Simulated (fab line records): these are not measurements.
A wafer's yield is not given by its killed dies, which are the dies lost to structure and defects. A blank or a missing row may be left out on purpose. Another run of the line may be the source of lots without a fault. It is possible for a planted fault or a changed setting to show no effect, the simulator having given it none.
Problem report in the 8D (eight disciplines) form, filled by code ; flow nand_harc ; the parts of the form that need people (team, actions taken, sign-off) are left out

1. WHAT IS WRONG
At NHARC_A_BONDPAD_THK_MEAS_20, thk_nm averages 404.1 nm over 6 wafers from 2 lots, while fault-free wafers read 169.7 nm, standard deviation 1.4. That is +99 or more standard deviations from the usual mean.
The step: measures by xrf.
First observed at day 18 06:08: wafer L820.2, on film_metro-01. The record has a number at this step for 30 wafers belonging to 10 lots. The rule behind "out" and "out of limits": a value lying over 4 standard deviations away from the usual mean. All remaining wafers that have a number are taken as sound.

2. WHAT IT IS; WHAT IT IS NOT
question;is;is not
which readings at this step;thk_nm;-
which lots;L820, L822;L819, L826, L831, L833, L834, L837, L840, L841
which wafers of those lots;all that have a number;-
read on which gauges;film_metro-01, film_metro-02;-
when;from day 18 06:08;"up to then (3 sound wafers); but 21 sound wafers of L826, L831, L833, L834, L837, L840, L841 came after"

3. THE SUSPECTS, EACH WITH WHAT RULES IT OUT
Counting: a tool at a process step up to the reading stays a suspect if it ran every lot that is out and no sound lot after the first of them.
- ruled out: the gauge at NHARC_A_BONDPAD_THK_MEAS_20. The wafers that are out were read on 2 gauges (film_metro-01, film_metro-02).
- rie_diel-06 at NHARC_A_BONDPAD_STRIP_15 (strips in O2): ruled out as a lasting fault. Sound lots L826, L834, L837 ran on it after its first lot that is out, L820 (day 18 04:11).
- cmp-04 at NHARC_A_BONDPAD_CMP_19 (polishes, t overpolish 30 s, cu recess touch 16 s, target thk 169.8 nm): ruled out as a lasting fault. Sound lots L831, L833, L834, L841 ran on it after its first lot that is out, L820 (day 18 05:52).
Left after counting: nothing in the record.

4. THE CAUSE (what the simulator had put in)
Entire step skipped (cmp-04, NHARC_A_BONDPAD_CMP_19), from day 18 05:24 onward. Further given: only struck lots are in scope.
Counting ruled it out, wrongly: the rule takes a fault to strike every lot that its tool runs from its start on, and this one did not.

5. THE EFFECT CHAIN, in route order
Each row: a reading where the mean over the struck wafers with a number is more than 3 standard deviations away from the usual. Readings are gone through only where the record gives a usual standard deviation; hours: the median, over the lots, of the time from a lot's start at the first step in this table giving one to that lot's start at this step; sigmas: the change measured in usual standard deviations.
hours;step;reading;usual;on struck wafers;change;sigmas
0;NHARC_A_BONDPAD_THK_MEAS_20;thk_nm;169.7 nm;404.1;+234.4;+99 or more
0;NHARC_A_BONDPAD_INSPECT_23;raw_defect_count;431;3268;+2836;+24
42;NHARC_END_SORT_01;defect_limited_yield;95.1 %;0.0;-95.1;-59
42;NHARC_END_SORT_01;killed_at_array;29;675;+646;+59
42;NHARC_END_SORT_01;killed_dies;33;677;+644;+59
42;NHARC_END_SORT_01;sort_bin_3_pct;0.26 %;96.68;+96.42;+99 or more
42;NHARC_END_SORT_01;sort_n_pass;644;0;-644;-59
42;NHARC_END_SORT_01;sort_rim_yield_pct;96.3 %;0.0;-96.3;-39
42;NHARC_END_SORT_01;sort_yield_pct;95.1 %;0.0;-95.1;-59
Readings that are blank on the struck wafers while sound wafers have them: edge_zone_pressure_frac at NHARC_A_BONDPAD_CMP_19; motor_current_A at NHARC_A_BONDPAD_CMP_19; overpolish_run_s at NHARC_A_BONDPAD_CMP_19; slurry_flow_ml_min at NHARC_A_BONDPAD_CMP_19.

6. HOW IT WOULD HAVE BEEN CAUGHT EARLIER
In this record the first reading out of limits at a measuring or inspecting step was taken at day 18 06:08, 1 hour after the fault began at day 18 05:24.
At NHARC_A_BONDPAD_CMP_19 the tool's readings are blank on the struck wafers, where sound wafers have them: an empty tool record is the first sign, and it was there at once.
